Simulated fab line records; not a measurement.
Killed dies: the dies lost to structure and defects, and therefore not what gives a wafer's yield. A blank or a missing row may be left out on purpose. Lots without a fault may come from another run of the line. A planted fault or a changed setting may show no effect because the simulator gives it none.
Problem report, 8D (eight disciplines) form, completed by code    flow n5 finfet    the parts of the form that need people (team, actions taken, sign-off) are left out

1. THE PROBLEM
Mean of trench depth nm at N5_BEOL_M7_OCD_MEAS_38: 60.0 nm across 4 wafers in 2 lots; on wafers with no fault it is 93.2 nm (standard deviation 1.9). That is -17 standard deviations from the usual mean.
Seen first at day 11 20:32 on ocd-02, wafer L864.5. Wafers with a number at this step in the record: 27, from 9 lots. By rule, "out" or "out of limits" means more than 4 standard deviations away from the usual mean. Any other wafer with a number is counted as sound.

2. WHAT IT IS, AND WHAT IT ISN'T
question                     is                              is not
which readings at this step  trench depth nm                 -
which lots                   L864, L866                      L854, L855, L856, L868, L869, L874, L875
which wafers of those lots   L864.5, L864.6, L866.5, L866.6  L864.2, L866.1
read on which gauges         ocd-02                          ocd-01
when                         from day 11 20:32               up to then (10 sound wafers); but 13 sound wafers of L866, L868, L869, L874, L875 came after

3. WHAT RULES OUT EACH SUSPECT
Counting: a tool at a process step up to the reading stays a suspect if it ran every lot that is out. Sound lots after the first of them don't rule it out here, since some wafers of a struck lot are sound.
- the gauge at N5_BEOL_M7_OCD_MEAS_38 has been ruled out. All the wafers that are out were read on ocd-02, but those of them that N5_PASSIVATION_PROBE_49 has rows for are out there too, on other tools.
- rie diel-01 at N5_BEOL_M7_ETCH_62 (etches SOC in N2/H2, target depth 110 nm, overetch 22 nm, time 165 s): kept. It ran every lot that is out, first L864 (day 11 16:34); its last sound lot up to then is L856 (day 9 16:29).
The count leaves rie diel-01 at N5_BEOL_M7_ETCH_62.

4. THE CAUSE (what the simulator had put in)
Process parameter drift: rie diel-01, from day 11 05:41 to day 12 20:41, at N5_BEOL_M7_ETCH_62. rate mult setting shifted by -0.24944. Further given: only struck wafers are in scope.
After counting, this tool was the only one left.

5. THE CHAIN OF EFFECTS, in route order
One row per reading whose mean, taken over the struck wafers that have a number, lies over 3 standard deviations from the usual. Only readings whose record carries a usual standard deviation are examined. hours: median over the lots of the time between each lot's start at the first step of this table that gives one and its start at this step. sigmas: the change, counted in usual standard deviations.
hours  step                     reading               usual    on struck wafers  change  sigmas
0      N5_BEOL_M7_OCD_MEAS_38   trench depth nm       93.2 nm  60.0              -33.2   -17
80     N5_PASSIVATION_PROBE_49  defect limited yield  90.9 %   58.1              -32.8   -22
80     N5_PASSIVATION_PROBE_49  killed_at_M4_up       13       412               +398    +72
80     N5_PASSIVATION_PROBE_49  killed dies           108      494               +386    +21
80     N5_PASSIVATION_PROBE_49  killed on rim         15       100               +85     +21
80     N5_PASSIVATION_PROBE_49  sort_bin_5_function   5.4 %    38.8              +33.4   +33
80     N5_PASSIVATION_PROBE_49  sort n pass           1072     686               -386    -21
80     N5_PASSIVATION_PROBE_49  sort yield pct        90.9 %   58.1              -32.8   -22
The process steps in it:
- N5_PASSIVATION_PROBE_49

6. WHAT WOULD HAVE CAUGHT IT SOONER
In this record the first reading out of limits at a measuring or inspecting step was taken at day 11 20:32, 15 hours after the fault began at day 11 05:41.
Tool readings at N5_BEOL_M7_ETCH_62 with a usual standard deviation given in the record: none out on any struck wafer, hence no alarm at a limit of 4 standard deviations on them.
Among the 2 lots that are out, L866 began N5_BEOL_M7_ETCH_62 on rie diel-01 after day 11 20:32. Putting the tool on hold at that point would have spared it.
